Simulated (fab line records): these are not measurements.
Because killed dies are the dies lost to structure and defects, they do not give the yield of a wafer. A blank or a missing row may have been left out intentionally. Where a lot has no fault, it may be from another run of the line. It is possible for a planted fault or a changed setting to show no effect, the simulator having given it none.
Split-lot experiment :: flow n5-finfet :: 7 lots, 21 wafers read, on a route of 1938 steps

THE SPLIT
At N5_SD_EPI_N_EPI_21 (deposits Si:P, time 690 s), the setting time-s was moved away from the recipe's 690 s on 8 of the 21 wafers read, by -14.6% to +18.2%. For the rest of the wafers, this setting stayed at what the recipe calls for.

FROM THE SPLIT TO THE READING: what the file shows between them, 6 steps
- N5_SD_EPI_N_EPI_MEAS_23
- N5_SD_EPI_N_PRECLEAN_24: cleans in O3/DIW, time 60 s
- N5_SD_EPI_N_SRD_25: time 30 s
- N5_SD_EPI_N_PRECLEAN_49: cleans in NF3:NH3, afs cycles 1, time 20 s, sublimation time 60 s
- N5_SD_ACTIVATION_RTA_00: time 0 s
- N5_SD_ACTIVATION_LSA_01: time 0.0008 s

THE READING
Measured at N5_SD_ACTIVATION_RS_MEAS_03 by four-point probe: RS_SD_N, in ohm/sq. On this fab line, fault-free wafers typically give 21.84 ohm/sq with a standard deviation of 0.27 ohm/sq.

wafer: L074.2
tool, chamber at the split: epi-rpcvd-03, 0
time-s as run, s: 788.9
against the recipe: +14.3%
RS_SD_N, ohm/sq: 20.25
against lot-mates on the recipe: -1.85

wafer: L074.3
tool, chamber at the split: epi-rpcvd-03, 0
time-s as run, s: 690
against the recipe: recipe
RS_SD_N, ohm/sq: 22.10
against lot-mates on the recipe: -

wafer: L074.5
tool, chamber at the split: epi-rpcvd-03, 0
time-s as run, s: 788.9
against the recipe: +14.3%
RS_SD_N, ohm/sq: 20.27
against lot-mates on the recipe: -1.83

wafer: L082.2
tool, chamber at the split: epi-rpcvd-02, 0
time-s as run, s: 690
against the recipe: recipe
RS_SD_N, ohm/sq: 21.56
against lot-mates on the recipe: -

wafer: L082.4
tool, chamber at the split: epi-rpcvd-02, 0
time-s as run, s: 690
against the recipe: recipe
RS_SD_N, ohm/sq: 21.51
against lot-mates on the recipe: -

wafer: L082.6
tool, chamber at the split: epi-rpcvd-02, 0
time-s as run, s: 815.4
against the recipe: +18.2%
RS_SD_N, ohm/sq: 18.87
against lot-mates on the recipe: -2.66

wafer: L083.2
tool, chamber at the split: epi-rpcvd-04, 0
time-s as run, s: 690
against the recipe: recipe
RS_SD_N, ohm/sq: 21.94
against lot-mates on the recipe: -

wafer: L083.4
tool, chamber at the split: epi-rpcvd-04, 0
time-s as run, s: 589.3
against the recipe: -14.6%
RS_SD_N, ohm/sq: 24.66
against lot-mates on the recipe: +2.63

wafer: L083.6
tool, chamber at the split: epi-rpcvd-04, 0
time-s as run, s: 690
against the recipe: recipe
RS_SD_N, ohm/sq: 22.12
against lot-mates on the recipe: -

wafer: L087.2
tool, chamber at the split: epi-rpcvd-02, 0
time-s as run, s: 605.8
against the recipe: -12.2%
RS_SD_N, ohm/sq: 23.64
against lot-mates on the recipe: no lot-mate on the recipe

wafer: L087.5
tool, chamber at the split: epi-rpcvd-02, 0
time-s as run, s: 605.8
against the recipe: -12.2%
RS_SD_N, ohm/sq: 23.90
against lot-mates on the recipe: no lot-mate on the recipe

wafer: L087.6
tool, chamber at the split: epi-rpcvd-02, 0
time-s as run, s: 605.8
against the recipe: -12.2%
RS_SD_N, ohm/sq: 23.96
against lot-mates on the recipe: no lot-mate on the recipe

wafer: L089.3
tool, chamber at the split: epi-rpcvd-03, 0
time-s as run, s: 690
against the recipe: recipe
RS_SD_N, ohm/sq: 21.98
against lot-mates on the recipe: -

wafer: L089.4
tool, chamber at the split: epi-rpcvd-03, 0
time-s as run, s: 690
against the recipe: recipe
RS_SD_N, ohm/sq: 22.01
against lot-mates on the recipe: -

wafer: L089.5
tool, chamber at the split: epi-rpcvd-03, 0
time-s as run, s: 690
against the recipe: recipe
RS_SD_N, ohm/sq: 22.18
against lot-mates on the recipe: -

wafer: L091.2
tool, chamber at the split: epi-rpcvd-03, 0
time-s as run, s: 690
against the recipe: recipe
RS_SD_N, ohm/sq: 21.47
against lot-mates on the recipe: -

wafer: L091.3
tool, chamber at the split: epi-rpcvd-03, 0
time-s as run, s: 690
against the recipe: recipe
RS_SD_N, ohm/sq: 21.77
against lot-mates on the recipe: -

wafer: L091.4
tool, chamber at the split: epi-rpcvd-03, 0
time-s as run, s: 690
against the recipe: recipe
RS_SD_N, ohm/sq: 21.49
against lot-mates on the recipe: -

wafer: L095.1
tool, chamber at the split: epi-rpcvd-04, 0
time-s as run, s: 628.1
against the recipe: -9.0%
RS_SD_N, ohm/sq: 23.42
against lot-mates on the recipe: +1.47

wafer: L095.5
tool, chamber at the split: epi-rpcvd-04, 0
time-s as run, s: 690
against the recipe: recipe
RS_SD_N, ohm/sq: 21.86
against lot-mates on the recipe: -

wafer: L095.6
tool, chamber at the split: epi-rpcvd-04, 0
time-s as run, s: 690
against the recipe: recipe
RS_SD_N, ohm/sq: 22.04
against lot-mates on the recipe: -

FIT RESULTS
A straight line over all 21 wafers: RS_SD_N changes by -0.153 ohm/sq for each +1% of time-s; r = -0.97; the points scatter about the line by 0.31 ohm/sq.
The same after taking each lot's own level away (the mean of its wafers on the recipe; 18 wafers): -0.149 ohm/sq for each +1%; r = -0.99; scatter 0.16 ohm/sq.
The reading moves by 2.7 ohm/sq for the largest change in time-s, on that fit.
Measured against the standard deviation above, the lots' own levels, which go from 21.535 to 22.100 ohm/sq, span 2.1 times it.
The two slopes are in agreement: the lot-to-lot level therefore moves the slope only a little.
Check: with one of the wafers moved furthest among these (+18.2%) left out of the fit, the line predicts -2.63 ohm/sq for it against its lot-mates. Against them it came out at -2.66 ohm/sq.

ADDITIONAL SPLITS CARRIED BY THESE WAFERS
These wafers also went through other splits before the reading. Each is held against what the fit with the lots' levels taken away leaves over:
other split on the same wafers: N5_FIN_SAQP_HM_DEP_03 time-s
wafers away from the commonest value: 6
r with RS_SD_N (lot level and that fit taken away): -0.14

other split on the same wafers: N5_FIN_SAQP_PECVD_06 time-s
wafers away from the commonest value: 8
r with RS_SD_N (lot level and that fit taken away): +0.09

other split on the same wafers: N5_FIN_SAQP_FIN_ETCH_36 icp-w
wafers away from the commonest value: 5
r with RS_SD_N (lot level and that fit taken away): -0.20

THE WHOLE CHAIN: every reading that the file lists as answering this split, in the file's order
step: N5_SD_EPI_N_EPI_21
what it does: deposits Si:P, time 690 s
reading: Si-P_of_SD_EPI_N_EPI_21.thk-nm (the simulator's own value, which no gauge read)
change (the file's fit): +0.427 nm for each +1% of the setting
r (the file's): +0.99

step: N5_SD_EPI_N_EPI_MEAS_23
what it does: 
reading: thk-nm
change (the file's fit): withheld for each +1% of the setting
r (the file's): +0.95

step: N5_SD_EPI_N_PRECLEAN_24
what it does: cleans in O3/DIW, time 60 s
reading: Si-P_of_SD_EPI_N_EPI_21.thk-nm (the simulator's own value, which no gauge read)
change (the file's fit): +0.424 nm for each +1% of the setting
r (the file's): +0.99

step: N5_SD_ACTIVATION_RS_MEAS_03
what it does: measures by four-point-probe
reading: RS_SD_N
change (the file's fit): -0.152 for each +1% of the setting
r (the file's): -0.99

FILE'S OWN FIT
RS_SD_N changes by -0.152 ohm/sq for each +1% of time-s, r = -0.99.
